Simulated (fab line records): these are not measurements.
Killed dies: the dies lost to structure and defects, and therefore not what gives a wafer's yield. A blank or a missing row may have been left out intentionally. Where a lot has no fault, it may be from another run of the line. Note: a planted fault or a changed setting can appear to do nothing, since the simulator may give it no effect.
Struck lot and sound lot, side by side / flow n5_finfet / 15 steps out of a route of 1938
Sound: the wafers L109.3, L109.5, L109.6. Struck: wafers L999.2, L999.4. The cause is named last.
Each step with rows lists, per side, the tool, then ch with its chambers, then its first start. Under that, the readings that differ: sound wafers / struck wafers / difference of the means / sigmas: that difference in standard deviations of wafers without a fault.
alike: a reading whose means differ by less than 2 such deviations, as well as words and numbers matching on both sides. not compared: withheld readings; readings where some wafer has no value; bounds like >300 that might hide an equal value; numbers whose values overlap and for which the record gives no deviation.
Wherever a step has rows on one side only, a row that says differs or no value, or a row with sigmas, the two part there. Numbers that don't overlap but have no deviation are shown without sigmas and don't part them. A reading that every wafer of one side lacks parts them only if that side has two wafers or more.

N5_BEOL_M2_STRIP_36: strips in N2/H2.
  sound on rie_diel-05 ch 0,3, day 11 16:13; struck on rie_diel-04 ch 2,3, day 9 01:02
  alike: bias_power_w, drypump_motor_current_A, oes_product_au, rf_vpp_V, showerhead_plenum_p_Torr, throttle_valve_pct
  not compared: rf_hours_counter_h
then, 1 step without rows for these wafers: N5_BEOL_M2_TRENCH_ETCH_37 (etches SiOC in C4F6/O2, target depth 55.555 nm, time 29.2 s).
N5_BEOL_M2_ETCH_41: etches SiCN in CH3F/O2, target depth 29.9 nm, time 52.5 s.
  sound on rie_diel-05 ch 0,3; struck on rie_diel-04 ch 2,3
  alike: CH3F_flow_sccm, drypump_motor_current_A, mfc_ar_sccm, oes_product_au, rf_vpp_V, showerhead_plenum_p_Torr, throttle_valve_pct
  not compared: rf_hours_counter_h
N5_BEOL_M2_STRIP_97: strips in N2/H2, time 10 s.
  sound on rie_diel-05 ch 0,3; struck on rie_diel-04 ch 2,3
  alike: bias_power_w, drypump_motor_current_A, oes_product_au, rf_vpp_V, showerhead_plenum_p_Torr, throttle_valve_pct
  not compared: rf_hours_counter_h
N5_BEOL_M2_OCD_MEAS_38:
  struck on ocd-02, day 9 01:14; sound on ocd-01, day 11 16:24
  alike: trench_depth_nm
then, 4 steps without rows for these wafers: N5_BEOL_M2_HM_STRIP_39 (strips TiN in peroxide tin strip, target depth 25 nm, time 158 s); N5_BEOL_M2_SRD_40 (time 30 s); N5_BEOL_M2_PRECLEAN_42 (cleans in residue remover, time 60 s); N5_BEOL_M2_SRD_43 (time 30 s).
N5_BEOL_M2_CD_MEAS_35: target cd 18 nm, target cd y 22.2 nm.
  struck on cd_sem-01, day 9 01:23; sound on cd_sem-03, day 11 16:34
  alike: cd_nm
N5_BEOL_M2_DEGAS_44: time 60 s.
  struck on pvd_sputter-03, day 9 02:32; sound on pvd_sputter-03, day 11 17:10
  alike: heater_power_w
then, 1 step without rows for these wafers: N5_BEOL_M2_PRE_CLEAN_45 (time 30 s).
N5_BEOL_M2_ALD_84: deposits TaN, pulse time 2 s, purge time 3 s, co reactant purge time 2 s.
  sound on ald_metal-04 ch 0,1,3, day 11 17:16; struck on ald_metal-02 ch 0,1, day 9 02:45
reading=heater_power_w (W); sound=432 412 457; struck=355 348; difference=-82; sigmas=-2
reading=pulse_time_s (s); sound=2 2 2; struck=1.8217 1.8217; difference=-0.1783; sigmas=
N5_BEOL_M2_SURFACE_TREAT_85:
  struck on pvd_sputter-03, day 9 03:04; sound on pvd_sputter-02, day 11 17:33
  not compared: throttle_valve_pct
N5_BEOL_M4_RC_MEAS_101:
  sound on prober-02 ch 0, day 13 05:27; struck on prober-01 ch 0, day 10 21:01
  alike: DIBL_N, DIBL_P, IOFF_N, IOFF_P, ION_N, ION_P, SS_N, SS_P, VT_N, VT_P

## WHERE THEY PART
Within this record, at N5_BEOL_M2_ALD_84 only. Later steps at which nothing parts them and some readings are alike: N5_BEOL_M4_RC_MEAS_101.

WHY: what the simulator had put in
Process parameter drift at N5_BEOL_M2_ALD_84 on ald_metal-02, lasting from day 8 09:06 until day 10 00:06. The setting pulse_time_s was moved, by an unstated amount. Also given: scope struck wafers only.
